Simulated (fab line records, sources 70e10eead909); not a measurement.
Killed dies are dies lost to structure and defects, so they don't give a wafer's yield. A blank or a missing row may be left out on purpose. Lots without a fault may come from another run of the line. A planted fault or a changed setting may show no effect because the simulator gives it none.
fab line records | flow nand_harc
record lots=12 wafers=36 last_day=33
route steps=1302 shown A_CHANNEL_HOLE_D1@479 A_CHANNEL_FILL_D1@492 A_DECK1_JOINT@527 END@1302
lots that met no fault: from a run of the same line without faults
start_h: hours from the record's first day to the start of the lot's first wafer shown | wait_h: hours since the lot's step before | " the same as in the row above | L1.1+2: a row that stands for several wafers | - no value, or no start given | * or withheld: withheld | < > ~ a bound
route shown NAME@n: a module of which the file shows steps, and the number in the route of the first | usual: mean/standard deviation of fault-free wafers | same: alike in all rows | chamber/n: place in a boat | sites: the reading at each site | _std_site: their standard deviation | _edge_site: outer sites' mean less inner sites' | radius_mm: how far each site lies from the wafer's centre | mask NAME#n: copy n | behind: the tool/chamber that last shaped the wafer | hold: why the lot was held/for how many hours/how that ended | device: the transistor (n, p or np) that didn't switch | end of line: the same wafers' tests at the end of the route | a step without rows: its recipe alone | killed: dies lost to structure and defects at the first sort, not the wafer's yield | map: a wafer's dies, x killed, . not, _ none there
set.NAME: the setting as run; set.NAME@STEP: as run at that earlier step | model.NAME: the simulator's own value behind a step, which no gauge read
steps of the route over a sample of lots; a table a step, a row a wafer
services: from which hour (start_h, from the record's first day; less than 0 if before it) a tool's chamber was out of use, for how many hours, and why
## steps
# step NHARC_A_CHANNEL_HOLE_D1_ETCH_33
# recipe bias_v=400 source_w=2000 pressure_mtorr=25 time_s=90 ar_flow_sccm=375 c4f8_flow_sccm=41.7 o2_flow_sccm=83.3 temp_c=-20 target_depth_a=4000 chemistry=C4F8/O2/Ar
# usual drypump_motor_current_A=5.62/0.29 he_backside_leak_sccm=6.2/1.1 rf_fwd_power_W=1988/7.7 showerhead_plenum_p_Torr=3.61/0.16 throttle_valve_pct=27.618/0.01
# columns lot.wafer tool chamber start_h wait_h drypump_motor_current_A he_backside_leak_sccm rf_fwd_power_W rf_hours_counter_h showerhead_plenum_p_Torr throttle_valve_pct
L403.2 har_etch-01 0 199.71 0.2 5.70 5.0 1984 96 3.78 27.622
L403.4 " 1 " " 5.19 5.6 1992 - 3.51 27.620
L403.3 " 0 " " 5.71 5.1 1986 - 3.78 27.629
L404.1 har_etch-02 0 208.73 0.2 5.84 6.8 1990 321 3.50 27.627
L404.3 " 1 " " 5.88 7.2 1989 - 3.57 27.605
L404.4 " 0 " " 5.85 6.9 1992 - 3.50 27.613
L406.2 har_etch-01 0 223.40 0.2 5.68 5.2 1971 111 3.77 27.628
L406.1 " 1 " " 5.17 5.5 2005 111 3.50 27.636
L406.3 " 1 " " 5.18 5.3 1992 - 3.50 27.624
L413.1 har_etch-02 1 290.50 0.2 5.82 7.6 1976 370 3.55 27.608
L413.2 " 0 " " 5.84 7.6 1999 370 3.48 27.628
L413.6 " 1 " " 5.85 7.4 1983 - 3.55 27.607
L414.2 har_etch-02 0 305.13 0.2 5.84 7.0 1983 374 3.48 27.614
L414.1 " 1 " " 5.86 7.6 1987 374 3.54 27.630
L414.5 " 1 " " 5.89 7.8 2000 - 3.54 27.626
L416.1 har_etch-02 1 330.15 0.2 5.88 7.8 1992 389 3.54 27.623
L416.2 " 0 " " 5.84 7.3 1988 389 3.47 27.602
L416.3 " 0 " " 5.84 7.4 1988 - 3.47 27.628
L418.1 har_etch-01 1 346.94 0.2 5.17 5.9 2004 176 3.47 27.620
L418.2 " 0 " " 5.71 5.6 1977 176 3.73 27.613
L418.5 " 0 " " 5.70 5.6 1978 - 3.73 27.627
L419.2 har_etch-02 1 360.94 0.2 5.86 7.7 2014 409 3.53 27.629
L419.6 " 1 " " 5.87 7.9 1995 - 3.53 27.620
L419.5 " 0 " " 5.86 8.1 1998 - 3.46 27.635
L421.3 har_etch-01 0 384.38 0.2 5.75 5.5 1987 - 3.72 27.609
L421.4 " 1 " " 5.18 5.8 1982 - 3.45 27.629
L421.5 " 1 " " 5.18 5.9 1987 - 3.45 27.630
L423.1 har_etch-02 0 400.91 0.2 5.84 4.6 1986 4 3.98 27.618
L423.2 " 1 " " 5.87 4.6 1985 4 3.98 27.606
L423.3 " 1 " " 5.85 4.7 1987 - 3.98 27.569
L424.3 har_etch-02 0 405.13 0.2 5.85 5.0 1981 - 3.98 27.610
L424.4 " 1 " " 5.87 4.8 1987 - 3.98 27.606
L424.6 " 0 " " 5.83 4.7 1989 - 3.98 27.630
L425.1 har_etch-01 1 414.11 0.2 5.18 6.0 2004 230 3.44 27.608
L425.4 " 0 " " 5.71 5.5 1979 - 3.70 27.616
L425.5 " 1 " " 5.19 6.0 1990 - 3.44 27.626
# step NHARC_A_CHANNEL_HOLE_D1_CD_MEAS_30
# usual cd_nm=90.6/1.6
# columns lot.wafer tool chamber start_h wait_h cd_nm
L403.2 cd_sem-02 - 201.23 - 92.0
L403.3 " - " " 92.1
L403.4 " - " " 92.3
L404.1 cd_sem-02 - 210.69 - 92.5
L404.3 " - " " 88.0
L404.4 " - " " 93.0
L406.1 cd_sem-03 - 224.94 - 94.4
L406.2 " - " " 88.3
L406.3 " - " " 92.0
L413.1 cd_sem-02 - 292.05 - 90.6
L413.2 " - " " 90.6
L413.6 " - " " 91.0
L414.1 cd_sem-02 - 306.66 - 91.4
L414.2 " - " " 90.6
L414.5 " - " " 90.0
L416.1 cd_sem-02 - 331.94 - 91.5
L416.2 " - " " 91.2
L416.3 " - " " 91.5
L418.1 cd_sem-03 - 348.68 0.1 87.6
L418.2 " - " " 91.4
L418.5 " - " " 89.8
L419.2 cd_sem-03 - 362.49 - 89.9
L419.5 " - " " 92.4
L419.6 " - " " 89.1
L421.3 cd_sem-03 - 385.86 - 91.2
L421.4 " - " " 90.6
L421.5 " - " " 90.4
L423.1 cd_sem-02 - 402.46 - 91.2
L423.2 " - " " 92.4
L423.3 " - " " 90.8
L424.3 cd_sem-03 - 406.63 - 90.8
L424.4 " - " " 90.0
L424.6 " - " " 90.3
L425.1 cd_sem-03 - 415.66 - 93.2
L425.4 " - " " 91.9
L425.5 " - " " 91.4
# step NHARC_A_CHANNEL_FILL_D1_ALD_02
# recipe target_thk_a=60 pulse_time_s=10 ald_cycles=60 temp_c=300 material=SiO2
# usual heater_power_w=471/40 precursor_pulse_height_rel=1.000/0.02
# columns lot.wafer tool chamber start_h wait_h heater_power_w precursor_pulse_height_rel since_wet_clean_h
L403.4 ald_hk-02 0 201.60 - 483 0.970 20
L403.2 " 2 " " 442 1.007 20
L403.3 " 3 " " 403 1.001 20
L404.1 ald_hk-03 2 211.08 - 541 0.980 167
L404.4 " 3 " " 487 0.997 167
L404.3 " 0 " " 461 1.015 167
L406.2 ald_hk-03 3 225.39 - 475 1.028 1
L406.1 " 0 " " 484 0.998 1
L406.3 " 1 " " 492 1.002 1
L413.2 ald_hk-03 0 292.50 - 481 1.023 68
L413.1 " 1 " " 490 0.993 68
L413.6 " 3 " " 485 0.989 -
L414.2 ald_hk-02 0 307.37 - 481 1.023 126
L414.1 " 1 " " 412 0.983 126
L414.5 " 3 " " 409 0.984 -
L416.1 ald_hk-04 2 332.33 - 547 1.005 68
L416.3 " 3 " " 494 0.995 68
L416.2 " 0 " " 413 0.997 68
L418.1 ald_hk-04 0 349.07 - 414 0.970 85
L418.2 " 3 " " 491 0.993 85
L418.5 " 0 " " 418 0.995 -
L419.2 ald_hk-03 3 362.95 - 494 1.001 138
L419.6 " 2 " " 519 1.024 -
L419.5 " 3 " " 477 1.003 -
L421.4 ald_hk-03 1 386.98 - 497 1.020 162
L421.3 " 3 " " 464 0.963 163
L421.5 " 2 " " 534 1.008 -
L423.3 ald_hk-02 3 402.98 - 399 1.013 43
L423.2 " 0 " " 450 1.014 43
L423.1 " 2 " " 458 1.020 43
L424.4 ald_hk-04 2 407.15 - 521 0.967 143
L424.3 " 3 " " 488 0.998 143
L424.6 " 1 " " 489 0.944 -
L425.4 ald_hk-04 3 416.04 - 487 0.972 151
L425.1 " 2 " " 530 0.990 152
L425.5 " 0 " " 419 1.043 -
# step NHARC_A_DECK1_JOINT_CMP_13
# recipe target_thk_nm=51.023
# usual edge_zone_pressure_frac=1.000/0.005 motor_current_A=12.5/1.3 time_to_endpoint_s=8/3.1
# columns lot.wafer tool chamber start_h wait_h edge_zone_pressure_frac motor_current_A time_to_endpoint_s
L403.2 cmp-04 0 262.02 0.4 1.005 10.4 2
L403.3 " 2 " " 0.997 12.6 9
L403.4 " 3 " " 0.999 12.2 4
L404.1 cmp-03 2 271.11 0.4 1.000 12.4 8
L404.3 " 0 " " 0.992 12.5 7
L404.4 " 1 " " 0.997 12.6 4
L406.1 cmp-04 2 284.72 0.4 1.002 12.8 11
L406.2 " 3 " " 0.995 11.9 4
L406.3 " 0 " " 1.001 10.3 4
L413.2 cmp-03 0 351.95 0.4 - - -
L413.1 " 1 " " - - -
L413.6 " 3 " " - - -
L414.2 cmp-04 1 365.57 0.4 - - -
L414.1 " 2 " " - - -
L414.5 " 2 " " - - -
L416.2 cmp-04 3 389.74 0.4 - - -
L416.3 " 0 " " - - -
L416.1 " 1 " " - - -
L418.2 cmp-03 1 408.36 0.4 1.001 12.4 11
L418.1 " 3 " " 0.992 12.8 7
L418.5 " 1 " " 1.008 12.1 11
L419.2 cmp-01 0 425.81 0.4 1.007 12.0 9
L419.6 " 1 " " 0.992 11.2 12
L419.5 " 2 " " 0.995 12.1 8
L421.4 cmp-04 3 449.10 0.4 0.992 11.4 5
L421.3 " 0 " " 1.004 10.2 3
L421.5 " 3 " " 0.996 12.5 2
L423.3 cmp-01 2 462.02 0.4 0.992 12.3 7
L423.2 " 3 " " 0.995 12.7 7
L423.1 " 0 " " 1.002 11.7 9
L424.3 cmp-03 0 467.16 0.4 1.007 11.8 10
L424.4 " 1 " " 1.004 12.3 7
L424.6 " 1 " " 0.999 13.0 10
L425.4 cmp-01 3 475.38 0.4 0.996 12.8 8
L425.1 " 1 " " 1.008 11.5 13
L425.5 " 0 " " 1.010 11.8 12
# step NHARC_A_DECK1_JOINT_THK_MEAS_14
# recipe thk_meas_gauge=ellipsometry
# usual thk_nm=50.5/1.7
# columns lot.wafer tool chamber start_h wait_h thk_nm
L403.2 film_metro-02 - 262.28 0.2 50.1
L403.3 " - " " 52.1
L403.4 " - " " 48.0
L404.1 film_metro-01 - 271.36 0.2 52.6
L404.3 " - " " 49.9
L404.4 " - " " 50.1
L406.1 film_metro-01 - 284.95 0.2 50.6
L406.2 " - " " 47.9
L406.3 " - " " 47.5
L413.1 film_metro-02 - 352.15 0.2 89.9
L413.2 " - " " 88.8
L413.6 " - " " 89.8
L414.1 film_metro-02 - 365.83 0.2 88.6
L414.2 " - " " 88.6
L414.5 " - " " 90.3
L416.1 film_metro-01 - 390.00 0.2 89.6
L416.2 " - " " 87.2
L416.3 " - " " 88.1
L418.1 film_metro-02 - 408.59 0.2 50.0
L418.2 " - " " 51.9
L418.5 " - " " 51.5
L419.2 film_metro-01 - 425.99 0.2 49.9
L419.5 " - " " 50.2
L419.6 " - " " 51.4
L421.3 film_metro-01 - 449.33 0.2 50.9
L421.4 " - " " 47.6
L421.5 " - " " 49.0
L423.1 film_metro-01 - 462.26 0.2 50.6
L423.2 " - " " 51.8
L423.3 " - " " 50.2
L424.3 film_metro-02 - 467.42 0.2 52.0
L424.4 " - " " 50.6
L424.6 " - " " 50.5
L425.1 film_metro-02 - 475.64 0.2 51.2
L425.4 " - " " 51.0
L425.5 " - " " 48.9
# step NHARC_END_SORT_01
# recipe temp_c=25
# usual killed_at_array=56/20 killed_at_other=0.9/1.1 killed_at_periphery=3.7/3 killed_dies=61/21 killed_open=2.9/1.6 killed_short=2.6/1.4
# same gross_dies=677
# columns lot.wafer tool chamber start_h wait_h killed_at_array killed_at_other killed_at_periphery killed_dies killed_open killed_short
L413.1 prober-01 0 669.60 2.5 665 1 11 677 3 2
L413.2 prober-01 0 670.40 2.8 662 2 13 677 3 5
L413.6 prober-01 0 673.60 4.0 668 1 8 677 3 2
L414.1 prober-02 0 678.69 2.6 674 1 2 677 2 1
L414.2 prober-02 0 679.49 2.9 674 1 2 677 3 2
L414.5 prober-02 0 681.91 3.7 674 1 2 677 4 3
L416.1 prober-01 0 694.36 2.6 667 0 10 677 7 4
L416.2 prober-01 0 695.16 2.8 668 1 8 677 2 3
L416.3 prober-01 0 695.96 3.1 671 0 6 677 0 2
# killed by level:class
L413.1 A_DECK1_JOINT:area_cmp=583 A_CHANNEL_HOLE_D1:chamber_film_flake=31 A_SLIT:chamber_film_flake=28 A_CHANNEL_HOLE_D2:chamber_film_flake=10 P_STI:chamber_film_flake=4 P_GATE:chamber_film_flake=4 A_CHANNEL_FILL_D1:geometric_particle:short=2 P_M0:chamber_film_flake=2
L413.2 A_DECK1_JOINT:area_cmp=597 A_SLIT:chamber_film_flake=25 A_CHANNEL_HOLE_D1:chamber_film_flake=16 A_CHANNEL_HOLE_D2:chamber_film_flake=10 P_GATE:chamber_film_flake=5 P_M0:chamber_film_flake=4 A_BONDPAD:chamber_film_flake=4 P_STI:chamber_film_flake=3
L413.6 A_DECK1_JOINT:area_cmp=576 A_CHANNEL_HOLE_D1:chamber_film_flake=36 A_SLIT:chamber_film_flake=32 A_CHANNEL_HOLE_D2:chamber_film_flake=13 P_M0:chamber_film_flake=5 A_CONTACT:chamber_film_flake=4 P_STI:chamber_film_flake=2 A_WL_FILL:chamber_film_flake=2
L414.1 A_DECK1_JOINT:area_cmp=625 A_CHANNEL_HOLE_D1:chamber_film_flake=34 A_CHANNEL_FILL_D1:chamber_film_flake=5 A_CHANNEL_FILL_D2:chamber_film_flake=2 A_STAIRCASE:chamber_film_flake=2 A_SOURCE_PLATE:geometric_particle:open=1 A_ONON_D1:geometric_particle:open=1 A_CHANNEL_FILL_D2:geometric_particle:short=1
L414.2 A_DECK1_JOINT:area_cmp=637 A_CHANNEL_HOLE_D1:chamber_film_flake=22 A_STAIRCASE:chamber_film_flake=4 A_SLIT:chamber_film_flake=4 A_CHANNEL_HOLE_D1:geometric_particle:short=1 A_CHANNEL_FILL_D1:geometric_particle:short=1 A_WL_FILL:geometric_particle:open=1 A_M0:geometric_particle:open=1
L414.5 A_DECK1_JOINT:area_cmp=625 A_CHANNEL_HOLE_D1:chamber_film_flake=35 A_CONTACT:geometric_particle:open=2 A_SLIT:chamber_film_flake=2 A_CHANNEL_FILL_D1:chamber_film_flake=2 A_ONON_D1:geometric_particle:short=1 A_WL_FILL:geometric_particle:short=1 A_BLC:geometric_particle:open=1
L416.1 A_DECK1_JOINT:area_cmp=592 A_SLIT:chamber_film_flake=33 A_CHANNEL_HOLE_D1:chamber_film_flake=27 P_GATE:chamber_film_flake=6 A_ONON_D2:geometric_particle:open=3 A_CHANNEL_HOLE_D2:chamber_film_flake=3 A_ONON_D2:geometric_particle:short=2 P_M0:geometric_particle:open=1
L416.2 A_DECK1_JOINT:area_cmp=609 A_SLIT:chamber_film_flake=27 A_CHANNEL_HOLE_D1:chamber_film_flake=17 A_CONTACT:chamber_film_flake=7 A_WL_FILL:chamber_film_flake=4 P_STI:chamber_film_flake=3 P_GATE:chamber_film_flake=3 A_ONON_D2:geometric_particle:short=2
L416.3 A_DECK1_JOINT:area_cmp=613 A_SLIT:chamber_film_flake=26 A_CHANNEL_HOLE_D1:chamber_film_flake=19 A_CONTACT:chamber_film_flake=6 P_GATE:chamber_film_flake=4 A_WL_FILL:chamber_film_flake=2 A_DECK1_JOINT:geometric_particle:short=1 A_ONON_D2:geometric_particle:short=1
## services
# columns tool chamber start_h hours kind
har_etch-02 - 182.83 0.4 repair
cmp-03 - 197.96 3.4 repair
cmp-04 - 206.27 2.0 repair
ald_hk-03 - 214.63 10.0 pm
ald_hk-04 - 254.67 10.0 pm
cmp-03 - 260.00 4.0 pm
cmp-04 - 267.03 0.7 repair
cmp-03 - 294.65 6.3 repair
cmp-04 - 307.07 4.0 pm
ald_hk-03 - 337.30 1.2 repair
cmp-03 - 337.40 0.4 repair
cmp-04 - 363.65 1.4 repair
har_etch-02 - 379.92 17.0 pm
cmp-04 - 390.93 1.0 repair
cmp-04 - 392.88 0.4 repair
ald_hk-03 - 394.97 10.0 pm
cmp-04 - 405.07 4.0 pm
cmp-04 - 440.16 1.3 repair
cmp-04 - 454.43 0.6 repair
cmp-04 - 455.60 1.6 repair
cmp-04 - 458.49 4.1 repair
ald_hk-03 - 461.51 1.3 repair
ald_hk-03 - 472.12 0.8 repair
cmp-04 - 474.68 2.5 repair
## key
first_sign step=NHARC_A_DECK1_JOINT_CMP_13 reading=tool_record direction=missing
effect step=NHARC_A_DECK1_JOINT_THK_MEAS_14 reading=thk_nm direction=up sigmas=22 usual=50.5 struck=89.0
effect step=NHARC_END_SORT_01 reading=killed_dies direction=up sigmas=30 usual=61 struck=677
more_kills_born_at NHARC_A_DECK1_JOINT_CMP_13@cmp-04=3701 NHARC_A_DECK1_JOINT_CMP_13@cmp-03=1756
met_at NHARC_A_DECK1_JOINT_CMP_13
struck_lots L413,L414,L416
later_rows_left_out L413.1,L413.2,L413.6,L414.1,L414.2,L414.5,L416.1,L416.2,L416.3
tester_left_out L413,L414,L416
not_acting_at NHARC_A_CHANNEL_HOLE_D1_ETCH_33,NHARC_A_CHANNEL_HOLE_D1_CD_MEAS_30,NHARC_A_CHANNEL_FILL_D1_ALD_02
onset_between 284.72 351.95
fault kind=skipped_step_whole tool=cmp-03,cmp-04 chamber=- onset_h=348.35 steps=NHARC_A_DECK1_JOINT_CMP_13 scope=struck_lots_only
# tester_left_out: of these lots the tester's yield and bins aren't shown, on N5 and GAA mostly nor the transistor test; their killed dies are dies lost to structure and defects alone, not to doping, threshold or leakage, so they don't give the yield
# later_rows_left_out: the simulator's readings of these wafers behind a module that went badly wrong aren't trusted and aren't shown, but for the sort
